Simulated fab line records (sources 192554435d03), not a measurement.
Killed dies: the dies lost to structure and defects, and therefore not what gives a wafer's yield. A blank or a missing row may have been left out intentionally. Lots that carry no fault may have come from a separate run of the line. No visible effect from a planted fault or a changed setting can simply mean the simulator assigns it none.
What tool caused it? :: flow n5-finfet :: 32 wafers from 11 lots sampled at 2 of the route's 1938 steps

== WHAT THE GAUGES READ, wafer by wafer ==
N5_BEOL_M10_CD_MEAS_28 targets a cd of 70 nm.
lot: L322
measured: day 11 07:42
on: cd-sem-01
cd-nm (nm): 67.7 69.3 68.1

lot: L327
measured: day 12 12:34
on: cd-sem-03
cd-nm (nm): 69.0 69.1 68.4

lot: L330
measured: day 12 18:17
on: cd-sem-01
cd-nm (nm): 71.0 71.2 70.8

lot: L328
measured: day 12 18:48
on: cd-sem-03
cd-nm (nm): 68.1 70.7 69.6

lot: L329
measured: day 12 18:58
on: cd-sem-03
cd-nm (nm): 70.1 70.6 69.7

lot: L331
measured: day 14 05:26
on: cd-sem-03
cd-nm (nm): 70.3 69.1

lot: L338
measured: day 14 17:34
on: cd-sem-03
cd-nm (nm): 69.6 70.6 70.0

lot: L341
measured: day 15 18:37
on: cd-sem-02
cd-nm (nm): 69.3 71.1 68.3

lot: L339
measured: day 15 18:47
on: cd-sem-01
cd-nm (nm): 69.0 69.2 70.0

lot: L342
measured: day 16 11:34
on: cd-sem-01
cd-nm (nm): 69.4 69.6 70.9

lot: L343
measured: day 17 04:58
on: cd-sem-01
cd-nm (nm): 69.6 67.9 69.5

== WHICH TOOL RAN EACH LOT (tool, then ch and the chambers of the sampled wafers, then the start) ==
lot: L322
N5_BEOL_M10_HM_OPEN_17: rie-metal-03 ch 0,1, day 11 07:13

lot: L327
N5_BEOL_M10_HM_OPEN_17: rie-metal-01 ch 0,1, day 12 11:26

lot: L330
N5_BEOL_M10_HM_OPEN_17: rie-metal-01 ch 0,1, day 12 17:40

lot: L328
N5_BEOL_M10_HM_OPEN_17: rie-metal-03 ch 0,1, day 12 17:59

lot: L329
N5_BEOL_M10_HM_OPEN_17: rie-metal-02 ch 0,1, day 12 18:20

lot: L331
N5_BEOL_M10_HM_OPEN_17: rie-metal-01 ch 0, day 14 04:46

lot: L338
N5_BEOL_M10_HM_OPEN_17: rie-metal-02 ch 0,1, day 14 16:51

lot: L341
N5_BEOL_M10_HM_OPEN_17: rie-metal-01 ch 1, day 15 17:26

lot: L339
N5_BEOL_M10_HM_OPEN_17: rie-metal-03 ch 0,1, day 15 17:28

lot: L342
N5_BEOL_M10_HM_OPEN_17: rie-metal-02 ch 1, day 16 06:37

lot: L343
N5_BEOL_M10_HM_OPEN_17: rie-metal-01 ch 0, day 17 04:13
- N5_BEOL_M10_HM_OPEN_17: chemistry Cl2/BCl3, target TiN, target depth 20 nm, overetch 6 nm.

== THE ANSWER, worked out from the rows above alone ==
Rule: the usual values come from the lots themselves. Put in order of their means at a reading, lots are off if they are a third of the lots or fewer, leave a main group of 4 or more, and stand apart from it by a gap of 3 or more times the standard deviation of the main group's means; of several such gaps the widest counts. A main group whose means are all the same, to the digits that the tables above print for the reading, isn't used. A lot without any number at a reading at which 4 lots or more have one is off too. The other lots that the step has rows for count as sound.
Nothing can be told from this: no lot is off at any reading shown.

== WHAT THE SIMULATOR HAD INSERTED ==
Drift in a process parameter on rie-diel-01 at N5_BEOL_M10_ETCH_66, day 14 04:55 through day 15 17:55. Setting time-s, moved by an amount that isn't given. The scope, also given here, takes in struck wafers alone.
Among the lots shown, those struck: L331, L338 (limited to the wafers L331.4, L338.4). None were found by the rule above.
